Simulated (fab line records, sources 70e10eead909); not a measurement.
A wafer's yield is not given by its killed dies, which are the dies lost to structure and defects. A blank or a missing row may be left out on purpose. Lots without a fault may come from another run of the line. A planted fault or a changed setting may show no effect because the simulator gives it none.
Chamber matching -- flow nandHarc -- 4 sister chambers for NHARC_A_DECK1_JOINT_ETCHBACK_07 on rieSi-01
The step etches the open film in HBr, target depth 105 nm, time 26.9 s. 8 wafers are shown with their chamber, then 12 later ones without.

== EACH WAFER AND ITS CHAMBER ==
wafer,chamber,oesProductAu (a.u.),throttleValvePct (%)
L083.1,1,1.010,23.268
L085.1,1,1.004,23.268
L088.1,2,0.991,23.264
L088.2,0,1.003,23.258
L088.3,3,1.007,23.267
L090.3,3,0.994,23.255
L090.4,2,0.980,23.259
L090.6,0,0.997,23.267

== WAFERS WHOSE CHAMBER IS MISSING ==
wafer,oesProductAu (a.u.),throttleValvePct (%)
L091.2,1.002,23.268
L091.5,0.994,23.265
L091.6,1.016,23.272
L096.1,0.989,23.259
L096.2,0.997,23.269
L096.3,0.993,23.257
L096.4,1.008,23.275
L096.5,0.989,23.281
L096.6,0.994,23.267
L095.1,1.009,23.258
L095.2,1.015,23.276
L095.3,1.004,23.254

== WHICH CHAMBER EACH ONE RAN IN ==
wafer,from the rows above,in truth
L091.2,can't be placed: 1 or 0 or 3 or 2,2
L091.5,can't be placed: 0 or 3 or 2 or 1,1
L091.6,can't be placed: 1 or 0 or 3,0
L096.1,can't be placed: 2 or 3 or 0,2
L096.2,can't be placed: 0 or 1 or 3 or 2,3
L096.3,can't be placed: 3 or 2 or 0 or 1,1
L096.4,can't be placed: 1 or 0 or 3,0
L096.5,can't be placed: 2 or 1 or 0 or 3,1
L096.6,can't be placed: 0 or 3 or 2 or 1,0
L095.1,can't be placed: 3 or 0 or 1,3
L095.2,can't be placed: 1 or 0 or 3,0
L095.3,can't be placed: 3 or 0 or 1 or 2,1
Correctly placed: 0 of 12. From these rows, 12 cannot be placed; in 12 the true chamber is one of the candidates. Placed wrongly: 0.
How it was worked out, from the rows above alone: a wafer's distance from a chamber is the root of the sum, over the readings, of the square of ((its reading less the chamber's mean) divided by the reading's scatter). The wafer belongs to the nearest chamber; if the next one is less than 2 further off, it can't be placed. The mean given for a chamber averages the wafers shown for that chamber. How the scatter is found: for the shown wafers, subtract from each reading the mean of its chamber, square and add these, divide the total by (wafers less chambers), then take the root.
